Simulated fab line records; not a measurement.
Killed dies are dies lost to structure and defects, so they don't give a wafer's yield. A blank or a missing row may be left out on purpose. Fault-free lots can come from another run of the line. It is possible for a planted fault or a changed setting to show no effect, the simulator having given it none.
Matching of chambers	flow n5_finfet	N5_BEOL_M4_DESCUM_16 on rie_diel-01: 4 sister chambers
The step chemistry O2, time 7 s. 18 wafers are shown with their chamber, then 9 later ones without.

## WAFERS WITH THEIR CHAMBER
wafer	chamber	showerhead_plenum_p_Torr (Torr)	throttle_valve_pct (%)	rf_vpp_V (V)
L075.3	3	2.14	20.21	244.4
L075.4	2	2.02	20.84	240.0
L075.5	0	2.10	20.39	242.4
L081.2	0	2.09	20.41	243.3
L081.3	3	2.13	20.21	244.4
L081.4	1	2.17	20.92	243.2
L084.1	1	2.17	20.96	245.3
L084.3	0	2.09	20.42	243.3
L084.5	1	2.17	20.96	244.3
L088.1	2	2.01	20.89	242.1
L088.2	1	2.17	20.47	243.5
L088.4	0	2.09	20.42	242.9
L087.1	2	2.01	20.89	241.9
L087.5	0	2.09	20.42	243.0
L087.6	3	2.13	20.25	244.1
L091.1	3	2.13	20.28	241.6
L091.2	0	2.08	20.45	243.1
L091.4	1	2.16	20.47	245.1

SIGNATURES, as means of the wafers listed above
reading	chamber 0	chamber 1	chamber 2	chamber 3	scatter within a chamber
showerhead_plenum_p_Torr	2.0900	2.1680	2.0133	2.1325	0.00549
throttle_valve_pct	20.4183	20.7560	20.8733	20.2375	0.142
rf_vpp_V	243.000	244.280	241.333	243.625	0.936
Rule: for a wafer and a chamber, the distance is found by dividing, reading by reading, the gap between the wafer's reading and the chamber's mean by the reading's scatter, squaring, summing and taking the root. If the next closest chamber is less than 2 further off than the closest, the wafer can't be placed; otherwise it belongs to the closest. How the scatter is found: for the shown wafers, subtract from each reading the mean of its chamber, square and add these, divide the total by (wafers less chambers), then take the root.

## WAFERS MISSING THEIR CHAMBER
wafer	showerhead_plenum_p_Torr (Torr)	throttle_valve_pct (%)	rf_vpp_V (V)
L095.1	2.16	20.49	244.0
L095.3	2.08	20.46	243.4
L095.6	2.01	20.93	240.5
L094.2	2.16	20.50	243.6
L094.4	2.01	20.93	242.7
L094.5	2.16	20.49	244.6
L097.1	2.12	20.29	243.6
L097.4	2.16	20.50	244.4
L097.6	2.01	20.93	241.8

## THE CHAMBER EACH PASSED THROUGH
wafer	from the rows above	in truth
L095.1	1	1
L095.3	0	0
L095.6	2	2
L094.2	1	1
L094.4	2	2
L094.5	1	1
L097.1	3	3
L097.4	1	1
L097.6	2	2
Correct placement for 9 of the 9. Can't be placed from these rows: 0. 0 placed wrongly.
